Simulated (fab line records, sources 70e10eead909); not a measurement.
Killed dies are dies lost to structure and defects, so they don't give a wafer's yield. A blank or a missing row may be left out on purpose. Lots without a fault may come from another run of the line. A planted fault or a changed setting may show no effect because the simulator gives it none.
fab line records | flow nand_harc | part 1 of 2: steps 1 to 27 of 40
record lots=5 wafers=15 last_day=34
route steps=1302 shown P_GATE@162
lots that met no fault: from a run of the same line without faults
start_h: hours from the record's first day to the start of the lot's first wafer shown | wait_h: hours since the lot's step before | " the same as in the row above | L1.1+2: a row that stands for several wafers | - no value, or no start given | * or withheld: withheld | < > ~ a bound
route shown NAME@n: a module of which the file shows steps, and the number in the route of the first | usual: mean/standard deviation of fault-free wafers | same: alike in all rows | chamber/n: place in a boat | sites: the reading at each site | _std_site: their standard deviation | _edge_site: outer sites' mean less inner sites' | radius_mm: how far each site lies from the wafer's centre | mask NAME#n: copy n | behind: the tool/chamber that last shaped the wafer | hold: why the lot was held/for how many hours/how that ended | device: the transistor (n, p or np) that didn't switch | end of line: the same wafers' tests at the end of the route | a step without rows: its recipe alone | killed: dies lost to structure and defects at the first sort, not the wafer's yield | map: a wafer's dies, x killed, . not, _ none there
set.NAME: the setting as run; set.NAME@STEP: as run at that earlier step | model.NAME: the simulator's own value behind a step, which no gauge read
lots at some steps of the route; a table a step, a row a wafer
services: from which hour (start_h, from the record's first day; less than 0 if before it) a tool's chamber was out of use, for how many hours, and why
## steps
# step NHARC_P_GATE_DEHYDRATE_38
# recipe temp_c=150 time_s=120
# usual heater_power_total_W=182.6/1.3
# columns lot.wafer tool chamber start_h wait_h heater_power_total_W
L077.4 litho_track-05 0 141.77 - 181.6
L077.5 " 0 " " 183.8
L077.6 " 0 " " 181.6
L085.3 litho_track-03 0 219.77 - 181.4
L085.4 " 0 " " 181.1
L085.6 " 0 " " 182.3
L090.1 litho_track-02 0 273.84 - 184.9
L090.2 " 0 " " 182.0
L090.4 " 0 " " 184.0
L091.2 litho_track-02 0 279.38 - 183.4
L091.5 " 0 " " 182.9
L091.6 " 0 " " 182.7
L097.1 litho_track-05 0 341.24 - 181.2
L097.2 " 0 " " 183.5
L097.5 " 0 " " 182.8
# step NHARC_P_GATE_HMDS_39
# recipe time_s=30
# columns lot.wafer tool chamber start_h wait_h
L077.4+5+6 litho_track-05 0 - -
L085.3+4+6 litho_track-03 0 - -
L090.1+2+4 litho_track-02 0 - -
L091.2+5+6 litho_track-02 0 - -
L097.1+2+5 litho_track-05 0 - -
# step NHARC_P_GATE_COAT_40
# recipe spin_rpm=3000
# columns lot.wafer tool chamber start_h wait_h
L077.4+5+6 litho_track-05 0 - -
L085.3+4+6 litho_track-03 0 - -
L090.1+2+4 litho_track-02 0 - -
L091.2+5+6 litho_track-02 0 - -
L097.1+2+5 litho_track-05 0 - -
# step NHARC_P_GATE_SOFTBAKE_41
# recipe temp_c=122 time_s=95
# usual heater_power_total_W=160.1/0.48
# columns lot.wafer tool chamber start_h wait_h heater_power_total_W
L077.4 litho_track-05 0 - - 160.3
L077.5 " 0 " " 159.2
L077.6 " 0 " " 160.4
L085.3 litho_track-03 0 - - 159.8
L085.4 " 0 " " 159.2
L085.6 " 0 " " 159.7
L090.1 litho_track-02 0 - - 160.7
L090.2 " 0 " " 160.1
L090.4 " 0 " " 160.5
L091.2 litho_track-02 0 - - 160.5
L091.5 " 0 " " 160.3
L091.6 " 0 " " 159.3
L097.1 litho_track-05 0 - - 160.1
L097.2 " 0 " " 159.5
L097.5 " 0 " " 160.3
# step NHARC_P_GATE_EBR_42
# columns lot.wafer tool chamber start_h wait_h
L077.4+5+6 litho_track-05 0 - -
L085.3+4+6 litho_track-03 0 - -
L090.1+2+4 litho_track-02 0 - -
L091.2+5+6 litho_track-02 0 - -
L097.1+2+5 litho_track-05 0 - -
# step NHARC_P_GATE_EXPOSE_43
# recipe na=0.6 target_cd_nm=720 dose_mj=14.81 mask_id=P_NSD
# usual focus_offset_nm=-0.1/0.53
# columns lot.wafer tool chamber start_h wait_h mask focus_offset_nm
L077.4 krf_scanner-03 0 141.93 - P_NSD#0 0.9
L077.5 " 0 " " P_NSD#0 0.0
L077.6 " 0 " " P_NSD#0 0.5
L085.3 krf_scanner-03 0 220.05 - P_NSD#0 -0.2
L085.4 " 0 " " P_NSD#0 -0.4
L085.6 " 0 " " P_NSD#0 0.0
L090.1 krf_scanner-01 0 274.11 - P_NSD#0 -0.6
L090.2 " 0 " " P_NSD#0 -0.3
L090.4 " 0 " " P_NSD#0 -0.1
L091.2 krf_scanner-01 0 279.53 - P_NSD#0 0.4
L091.5 " 0 " " P_NSD#0 0.7
L091.6 " 0 " " P_NSD#0 0.8
L097.1 krf_scanner-03 0 341.51 - P_NSD#0 -0.7
L097.2 " 0 " " P_NSD#0 -0.2
L097.5 " 0 " " P_NSD#0 -0.5
# step NHARC_P_GATE_PEB_44
# recipe peb_temp_c=118 peb_time_s=85
# usual heater_power_total_W=163.97/0.26
# same peb_time_s=85
# columns lot.wafer tool chamber start_h wait_h heater_power_total_W
L077.4 litho_track-02 0 141.98 0.0 164.06
L077.5 " 0 " " 163.60
L077.6 " 0 " " 164.06
L085.3 litho_track-02 0 220.11 0.1 163.65
L085.4 " 0 " " 164.17
L085.6 " 0 " " 163.84
L090.1 litho_track-05 0 274.17 0.1 163.56
L090.2 " 0 " " 164.33
L090.4 " 0 " " 164.07
L091.2 litho_track-02 0 279.59 0.1 163.96
L091.5 " 0 " " 163.64
L091.6 " 0 " " 164.41
L097.1 litho_track-03 0 341.57 0.1 164.18
L097.2 " 0 " " 163.74
L097.5 " 0 " " 164.26
# step NHARC_P_GATE_DEVELOP_45
# recipe time_s=70
# columns lot.wafer tool chamber start_h wait_h
L077.4+5+6 litho_track-02 0 - -
L085.3+4+6 litho_track-02 0 - -
L090.1+2+4 litho_track-05 0 - -
L091.2+5+6 litho_track-02 0 - -
L097.1+2+5 litho_track-03 0 - -
# step NHARC_P_GATE_CD_MEAS_46
# recipe target_cd_nm=720 landing_energy_ev=500
# usual cd_nm=719.9/2
# columns lot.wafer tool chamber start_h wait_h cd_nm
L077.4 cd_sem-02 0 142.08 - 717.7
L077.5 " 0 " " 717.8
L077.6 " 0 " " 717.3
L085.3 cd_sem-03 0 220.20 - 720.6
L085.4 " 0 " " 719.1
L085.6 " 0 " " 720.2
L090.1 cd_sem-02 0 274.26 - 721.9
L090.2 " 0 " " 721.7
L090.4 " 0 " " 720.8
L091.2 cd_sem-02 0 279.69 - 719.2
L091.5 " 0 " " 718.7
L091.6 " 0 " " 719.8
L097.1 cd_sem-01 0 341.66 - 721.8
L097.2 " 0 " " 719.8
L097.5 " 0 " " 719.4
# step NHARC_P_GATE_HARDBAKE_47
# recipe temp_c=125 time_s=80
# usual heater_power_total_W=183.9/0.76
# columns lot.wafer tool chamber start_h wait_h heater_power_total_W
L077.4 litho_track-05 0 142.16 - 184.8
L077.5 " 0 " " 182.9
L077.6 " 0 " " 182.8
L085.3 litho_track-05 0 220.28 - 183.9
L085.4 " 0 " " 183.8
L085.6 " 0 " " 185.0
L090.1 litho_track-05 0 274.34 - 183.7
L090.2 " 0 " " 183.9
L090.4 " 0 " " 184.9
L091.2 litho_track-02 0 279.77 - 185.1
L091.5 " 0 " " 183.5
L091.6 " 0 " " 184.5
L097.1 litho_track-05 0 341.74 - 184.3
L097.2 " 0 " " 183.6
L097.5 " 0 " " 183.2
# step NHARC_P_GATE_DESCUM_48
# recipe time_s=3 o2_flow_sccm=200 ar_flow_sccm=0 bias_power_w=0 chemistry=O2
# usual drypump_motor_current_A=5.6/0.39 oes_product_au=1.000/0.011 rf_vpp_V=57.9/0.99 showerhead_plenum_p_Torr=1.96/0.083 throttle_valve_pct=11.312/0.0088
# columns lot.wafer tool chamber start_h wait_h drypump_motor_current_A oes_product_au rf_hours_counter_h rf_vpp_V showerhead_plenum_p_Torr throttle_valve_pct
L077.4 rie_diel-06 1 142.24 - 6.1 1.002 0 58.3 2.04 11.318
L077.6 " 0 " " 5.1 1.015 - 58.6 1.98 11.316
L077.5 " 1 " " 6.1 1.001 - 57.9 2.04 11.319
L085.3 rie_diel-06 0 220.37 - 5.0 0.994 5 57.8 1.98 11.310
L085.4 " 2 " " 5.5 1.001 5 59.4 2.01 11.299
L085.6 " 0 " " 5.0 1.002 - 58.3 1.98 11.306
L090.4 rie_diel-03 3 274.42 - 5.6 0.993 7 59.5 2.06 11.301
L090.2 " 0 " " 6.4 1.005 7 59.1 1.84 11.305
L090.1 " 2 " " 5.4 0.988 6 57.5 1.87 11.319
L091.2 rie_diel-03 0 279.84 - 6.4 1.009 7 57.2 1.84 11.322
L091.5 " 0 " " 6.3 1.010 - 56.0 1.84 11.317
L091.6 " 1 " " 5.4 1.023 - 58.3 1.95 11.307
L097.1 rie_diel-11 0 341.82 - 5.8 0.995 4 57.1 1.85 11.316
L097.2 " 1 " " 5.9 1.000 4 58.0 2.02 11.322
L097.5 " 1 " " 5.9 0.995 - 57.6 2.02 11.306
# step NHARC_P_GATE_IMPLANT_49
# recipe energy_kev=30 dose_cm2=3e+15 tilt_deg=7
# usual dose_ions_cm2=2.999e+15/3.1e+12 end_station_pressure_torr=1.09e-05/1.2e-06 tilt_deg=6.996/0.02
# same implant_ion_amu=75
# columns lot.wafer tool chamber start_h wait_h dose_ions_cm2 end_station_pressure_torr tilt_deg
L077.4 implanter-02 0 142.47 0.2 2.995e+15 1.18e-05 6.980
L077.5 " 0 " " 3e+15 1.27e-05 6.957
L077.6 " 0 " " 2.996e+15 1.27e-05 6.968
L085.3 implanter-01 0 220.56 0.2 3.002e+15 1.05e-05 6.967
L085.4 " 0 " " 3.001e+15 9.8e-06 6.986
L085.6 " 0 " " 3.003e+15 9.5e-06 6.997
L090.1 implanter-01 0 274.57 0.1 3.008e+15 1.09e-05 6.989
L090.2 " 0 " " 3.004e+15 1.02e-05 6.996
L090.4 " 0 " " 3.001e+15 1.01e-05 6.987
L091.2 implanter-01 0 280.02 0.2 3.001e+15 1.06e-05 7.006
L091.5 " 0 " " 3.002e+15 9.4e-06 6.985
L091.6 " 0 " " 3.002e+15 9.6e-06 7.015
L097.1 implanter-01 0 341.97 0.1 3e+15 9.8e-06 7.009
L097.2 " 0 " " 3.002e+15 9.8e-06 7.026
L097.5 " 0 " " 2.998e+15 1.05e-05 6.993
# step NHARC_P_GATE_STRIP_111
# recipe power_w=1500 temp_c=110 time_s=250 chemistry=N2/H2
# usual drypump_motor_current_A=6.0/0.4 heater_power_w=85/6.9
# columns lot.wafer tool chamber start_h wait_h drypump_motor_current_A heater_power_w rf_hours_counter_h
L077.4 plasma_asher-01 0 142.70 0.2 6.6 75 -
L077.5 " 0 " " 6.6 76 -
L077.6 " 1 " " 5.5 89 -
L085.3 plasma_asher-02 1 220.83 0.2 6.1 82 -
L085.4 " 0 " " 5.7 98 -
L085.6 " 1 " " 6.1 81 -
L090.1 plasma_asher-02 0 274.79 0.2 5.7 91 4
L090.2 " 1 " " 6.1 84 4
L090.4 " 1 " " 6.1 82 -
L091.2 plasma_asher-01 1 280.21 0.2 5.6 87 23
L091.5 " 1 " " 5.6 87 -
L091.6 " 0 " " 6.6 76 -
L097.2 plasma_asher-01 0 342.19 0.2 6.6 75 34
L097.1 " 1 " " 5.5 87 34
L097.5 " 0 " " 6.6 76 -
# step NHARC_P_GATE_STRIP_75
# recipe power_w=1500 temp_c=250 chemistry=O2
# usual drypump_motor_current_A=6.0/0.4 heater_power_w=318/27
# columns lot.wafer tool chamber start_h wait_h drypump_motor_current_A heater_power_w rf_hours_counter_h
L077.4 plasma_asher-01 0 142.92 0.2 6.6 272 -
L077.5 " 0 " " 6.6 280 -
L077.6 " 1 " " 5.5 335 -
L085.3 plasma_asher-02 1 221.05 0.2 6.1 306 -
L085.4 " 0 " " 5.7 370 -
L085.6 " 1 " " 6.1 311 -
L090.1 plasma_asher-02 0 275.10 0.3 5.7 339 5
L090.2 " 1 " " 6.1 302 5
L090.4 " 1 " " 6.1 314 -
L091.2 plasma_asher-01 1 280.51 0.3 5.5 317 23
L091.5 " 1 " " 5.5 325 -
L091.6 " 0 " " 6.5 280 -
L097.2 plasma_asher-01 0 342.49 0.3 6.5 289 34
L097.1 " 1 " " 5.5 323 34
L097.5 " 0 " " 6.5 284 -
# step NHARC_P_GATE_STRIP_50
# recipe time_s=900 temp_c=130 chemistry=SPM
# columns lot.wafer tool chamber start_h wait_h
L077.6+4+5 wet_bench-05 4,5,0 143.05 0.1
L085.4+6+3 wet_bench-07 5,7,0 221.17 0.1
L090.2+1+4 wet_bench-01 6,1,3 275.25 0.1
L091.5+6+2 wet_bench-05 6,7,1 280.66 0.1
L097.2+5+1 wet_bench-05 4,6,0 342.64 0.1
# step NHARC_P_GATE_DEHYDRATE_51
# recipe temp_c=150 time_s=120
# usual heater_power_total_W=182.5/1.3
# columns lot.wafer tool chamber start_h wait_h heater_power_total_W
L077.4 litho_track-02 0 143.40 - 182.4
L077.5 " 0 " " 181.1
L077.6 " 0 " " 184.2
L085.3 litho_track-02 0 221.52 - 183.0
L085.4 " 0 " " 184.0
L085.6 " 0 " " 183.7
L090.1 litho_track-05 0 275.60 - 181.2
L090.2 " 0 " " 181.6
L090.4 " 0 " " 184.1
L091.2 litho_track-02 0 281.02 - 181.0
L091.5 " 0 " " 182.0
L091.6 " 0 " " 180.7
L097.1 litho_track-05 0 342.99 - 180.8
L097.2 " 0 " " 181.3
L097.5 " 0 " " 183.8
# step NHARC_P_GATE_HMDS_52
# recipe time_s=30
# columns lot.wafer tool chamber start_h wait_h
L077.4+5+6 litho_track-02 0 - -
L085.3+4+6 litho_track-02 0 - -
L090.1+2+4 litho_track-05 0 - -
L091.2+5+6 litho_track-02 0 - -
L097.1+2+5 litho_track-05 0 - -
# step NHARC_P_GATE_COAT_53
# recipe spin_rpm=3000
# columns lot.wafer tool chamber start_h wait_h
L077.4+5+6 litho_track-02 0 - -
L085.3+4+6 litho_track-02 0 - -
L090.1+2+4 litho_track-05 0 - -
L091.2+5+6 litho_track-02 0 - -
L097.1+2+5 litho_track-05 0 - -
# step NHARC_P_GATE_SOFTBAKE_54
# recipe temp_c=122 time_s=95
# usual heater_power_total_W=160.1/0.5
# columns lot.wafer tool chamber start_h wait_h heater_power_total_W
L077.4 litho_track-02 0 - - 160.6
L077.5 " 0 " " 159.3
L077.6 " 0 " " 159.3
L085.3 litho_track-02 0 - - 159.8
L085.4 " 0 " " 159.1
L085.6 " 0 " " 160.6
L090.1 litho_track-05 0 - - 159.9
L090.2 " 0 " " 160.7
L090.4 " 0 " " 160.0
L091.2 litho_track-02 0 - - 160.0
L091.5 " 0 " " 160.5
L091.6 " 0 " " 160.7
L097.1 litho_track-05 0 - - 160.5
L097.2 " 0 " " 160.4
L097.5 " 0 " " 159.7
# step NHARC_P_GATE_EBR_55
# columns lot.wafer tool chamber start_h wait_h
L077.4+5+6 litho_track-02 0 - -
L085.3+4+6 litho_track-02 0 - -
L090.1+2+4 litho_track-05 0 - -
L091.2+5+6 litho_track-02 0 - -
L097.1+2+5 litho_track-05 0 - -
# step NHARC_P_GATE_EXPOSE_56
# recipe na=0.6 target_cd_nm=720 dose_mj=14.81 mask_id=P_PSD
# usual focus_offset_nm=0.0/0.49
# columns lot.wafer tool chamber start_h wait_h mask focus_offset_nm
L077.4 krf_scanner-03 0 143.68 - P_PSD#0 -0.7
L077.5 " 0 " " P_PSD#0 -0.5
L077.6 " 0 " " P_PSD#0 -1.0
L085.3 krf_scanner-03 0 221.69 - P_PSD#0 0.3
L085.4 " 0 " " P_PSD#0 0.0
L085.6 " 0 " " P_PSD#0 -0.3
L090.1 krf_scanner-03 0 275.74 - P_PSD#0 0.1
L090.2 " 0 " " P_PSD#0 -0.2
L090.4 " 0 " " P_PSD#0 -0.1
L091.2 krf_scanner-03 0 281.17 - P_PSD#0 0.1
L091.5 " 0 " " P_PSD#0 -0.5
L091.6 " 0 " " P_PSD#0 0.0
L097.1 krf_scanner-03 0 343.26 - P_PSD#0 -0.3
L097.2 " 0 " " P_PSD#0 -0.3
L097.5 " 0 " " P_PSD#0 -0.2
# step NHARC_P_GATE_PEB_57
# recipe peb_temp_c=118 peb_time_s=85
# usual heater_power_total_W=163.98/0.27
# same peb_time_s=85
# columns lot.wafer tool chamber start_h wait_h heater_power_total_W
L077.4 litho_track-03 0 143.74 0.0 164.27
L077.5 " 0 " " 163.58
L077.6 " 0 " " 164.17
L085.3 litho_track-05 0 221.74 0.1 164.21
L085.4 " 0 " " 163.75
L085.6 " 0 " " 164.15
L090.1 litho_track-02 0 275.81 0.1 164.34
L090.2 " 0 " " 164.10
L090.4 " 0 " " 163.79
L091.2 litho_track-02 0 281.23 0.1 164.23
L091.5 " 0 " " 164.35
L091.6 " 0 " " 163.60
L097.1 litho_track-05 0 343.33 0.1 164.15
L097.2 " 0 " " 164.06
L097.5 " 0 " " 164.29
# step NHARC_P_GATE_DEVELOP_58
# recipe time_s=70
# columns lot.wafer tool chamber start_h wait_h
L077.4+5+6 litho_track-03 0 - -
L085.3+4+6 litho_track-05 0 - -
L090.1+2+4 litho_track-02 0 - -
L091.2+5+6 litho_track-02 0 - -
L097.1+2+5 litho_track-05 0 - -
# step NHARC_P_GATE_CD_MEAS_59
# recipe target_cd_nm=720 landing_energy_ev=500
# usual cd_nm=719.8/2
# columns lot.wafer tool chamber start_h wait_h cd_nm
L077.4 cd_sem-02 0 143.83 - 720.1
L077.5 " 0 " " 720.2
L077.6 " 0 " " 719.0
L085.3 cd_sem-03 0 221.84 - 719.1
L085.4 " 0 " " 720.1
L085.6 " 0 " " 718.2
L090.1 cd_sem-01 0 275.90 - 720.0
L090.2 " 0 " " 716.4
L090.4 " 0 " " 722.2
L091.2 cd_sem-03 0 281.32 - 716.3
L091.5 " 0 " " 718.4
L091.6 " 0 " " 718.8
L097.1 cd_sem-03 0 343.42 - 724.3
L097.2 " 0 " " 722.9
L097.5 " 0 " " 722.1
# step NHARC_P_GATE_HARDBAKE_60
# recipe temp_c=125 time_s=80
# usual heater_power_total_W=184.0/0.7
# columns lot.wafer tool chamber start_h wait_h heater_power_total_W
L077.4 litho_track-03 0 143.91 - 184.5
L077.5 " 0 " " 184.9
L077.6 " 0 " " 183.0
L085.3 litho_track-02 0 221.92 - 182.8
L085.4 " 0 " " 183.9
L085.6 " 0 " " 183.1
L090.1 litho_track-02 0 275.98 - 184.7
L090.2 " 0 " " 183.3
L090.4 " 0 " " 183.4
L091.2 litho_track-02 0 281.40 - 183.4
L091.5 " 0 " " 185.0
L091.6 " 0 " " 184.1
L097.1 litho_track-03 0 343.50 - 184.9
L097.2 " 0 " " 183.6
L097.5 " 0 " " 184.1
# step NHARC_P_GATE_DESCUM_61
# recipe time_s=3 o2_flow_sccm=200 ar_flow_sccm=0 bias_power_w=0 chemistry=O2
# usual drypump_motor_current_A=5.6/0.36 oes_product_au=1.002/0.011 rf_vpp_V=57.9/0.79 showerhead_plenum_p_Torr=1.96/0.086 throttle_valve_pct=11.310/0.0086
# columns lot.wafer tool chamber start_h wait_h drypump_motor_current_A oes_product_au rf_hours_counter_h rf_vpp_V showerhead_plenum_p_Torr throttle_valve_pct
L077.4 rie_diel-06 3 144.01 - 5.6 0.998 0 57.4 2.05 11.308
L077.5 " 1 " " 6.1 0.995 - 58.8 2.04 11.315
L077.6 " 2 " " 5.4 0.992 - 58.4 2.01 11.287
L085.3 rie_diel-03 3 222.02 - 5.7 0.990 4 58.5 2.06 11.311
L085.4 " 1 " " 5.4 1.010 - 57.6 1.95 11.307
L085.6 " 3 " " 5.7 0.991 - 58.7 2.06 11.311
L090.2 rie_diel-03 0 276.06 - 6.4 1.008 7 58.2 1.84 11.313
L090.1 " 2 " " 5.4 0.977 6 58.2 1.87 11.326
L090.4 " 3 " " 5.7 0.993 7 58.5 2.06 11.315
L091.2 rie_diel-06 2 281.51 - 5.4 0.994 8 59.0 2.01 11.303
L091.6 " 3 " " 5.6 1.015 - 58.8 2.04 11.333
L091.5 " 0 " " 5.0 1.009 - 57.1 1.98 11.304
L097.1 rie_diel-11 0 343.59 - 5.8 1.003 4 55.9 1.85 11.303
L097.2 " 2 " " 5.1 0.980 5 57.5 2.05 11.300
L097.5 " 3 " " 5.5 1.001 - 57.9 1.85 11.307
# step NHARC_P_GATE_IMPLANT_62
# recipe energy_kev=20 dose_cm2=3e+15 tilt_deg=7
# usual dose_ions_cm2=3e+15/3.2e+12 end_station_pressure_torr=1.12e-05/1.2e-06 tilt_deg=6.997/0.02
# same implant_ion_amu=49
# columns lot.wafer tool chamber start_h wait_h dose_ions_cm2 end_station_pressure_torr tilt_deg
L077.4 implanter-02 0 144.22 0.2 2.997e+15 1.35e-05 7.014
L077.5 " 0 " " 2.996e+15 1.26e-05 7.029
L077.6 " 0 " " 2.993e+15 1.3e-05 6.985
L085.3 implanter-02 0 222.22 0.2 3.001e+15 1.38e-05 7.002
L085.4 " 0 " " 3.006e+15 1.3e-05 6.987
L085.6 " 0 " " 2.998e+15 1.2e-05 6.975
L090.1 implanter-02 0 276.20 0.1 2.998e+15 1.28e-05 6.998
L090.2 " 0 " " 2.995e+15 1.18e-05 7.010
L090.4 " 0 " " 3.001e+15 1.21e-05 6.988
L091.2 implanter-02 0 281.65 0.1 3.006e+15 1.2e-05 7.008
L091.5 " 0 " " 3.008e+15 1.14e-05 6.991
L091.6 " 0 " " 2.993e+15 1.21e-05 7.007
L097.1 implanter-01 0 343.72 0.1 2.999e+15 1.02e-05 6.983
L097.2 " 0 " " 2.997e+15 1.03e-05 6.986
L097.5 " 0 " " 2.997e+15 9.7e-06 7.009
